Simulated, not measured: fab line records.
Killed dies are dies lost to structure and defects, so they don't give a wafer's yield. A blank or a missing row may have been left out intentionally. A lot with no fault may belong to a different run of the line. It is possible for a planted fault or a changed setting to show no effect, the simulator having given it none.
Matching of chambers ; flow nand harc ; 4 sister chambers for NHARC_P_CONTACT_ETCH_35 on rie diel-12
The step etches the open film in CF4, target depth 39 nm, time 65 s. 18 wafers are shown with their chamber, then 9 later ones without.

WAFERS, EACH WITH ITS CHAMBER
wafer;chamber;drypump motor current A (A);rf vpp V (V);oes product au (a.u.)
L074.1;3;5.7;152.6;1.003
L074.3;0;5.0;151.3;1.018
L074.6;3;5.7;151.0;1.003
L076.2;3;5.7;152.3;1.001
L076.3;1;5.7;152.4;0.990
L076.5;0;5.0;150.3;1.013
L084.3;2;5.9;150.3;1.009
L084.5;0;5.0;150.2;1.011
L084.6;3;5.7;150.5;0.997
L085.1;1;5.7;152.0;1.020
L085.5;1;5.7;153.2;1.008
L085.6;2;5.9;151.8;1.006
L087.1;1;5.6;153.0;1.004
L087.3;3;5.7;151.7;1.002
L087.6;2;5.9;151.6;0.988
L091.3;1;5.7;152.2;1.028
L091.5;2;5.9;152.3;0.989
L091.6;3;5.7;149.4;0.989

SIGNATURES, as means of the wafers listed above
reading;chamber 0;chamber 1;chamber 2;chamber 3;scatter within a chamber
drypump motor current A;5.000;5.680;5.900;5.700;0.0239
rf vpp V;150.600;152.560;151.500;151.250;0.893
oes product au;1.01400;1.01000;0.99800;0.99917;0.01
Rule: for each reading, subtract the chamber's mean from the wafer's reading, divide by that reading's scatter and square the result; add these up over the readings and take the root, which gives the wafer's distance from the chamber. If the next closest chamber is less than 2 further off than the closest, the wafer can't be placed; otherwise it belongs to the closest. The scatter: take each reading less its chamber's mean, square it, sum over the shown wafers, divide by the number of wafers less the number of chambers, and take the root.

WAFERS WITHOUT THEIR CHAMBER
wafer;drypump motor current A (A);rf vpp V (V);oes product au (a.u.)
L092.3;5.9;151.0;0.993
L092.5;5.9;151.4;0.999
L092.6;5.0;149.8;0.990
L094.2;5.9;152.1;1.005
L094.4;5.0;150.8;0.996
L094.6;5.6;151.8;1.033
L096.1;5.7;152.6;0.991
L096.2;5.0;149.5;0.996
L096.3;5.9;151.0;0.996

WHICH CHAMBER EACH ONE RAN IN
wafer;from the rows above;in truth
L092.3;2;2
L092.5;2;2
L092.6;0;0
L094.2;2;2
L094.4;0;0
L094.6;can't be placed: 1 or 3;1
L096.1;can't be placed: 3 or 1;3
L096.2;0;0
L096.3;2;2
7 of 9 placed correctly. From these rows, 2 cannot be placed; in 2 the true chamber is one of the candidates. Placed wrongly: 0.
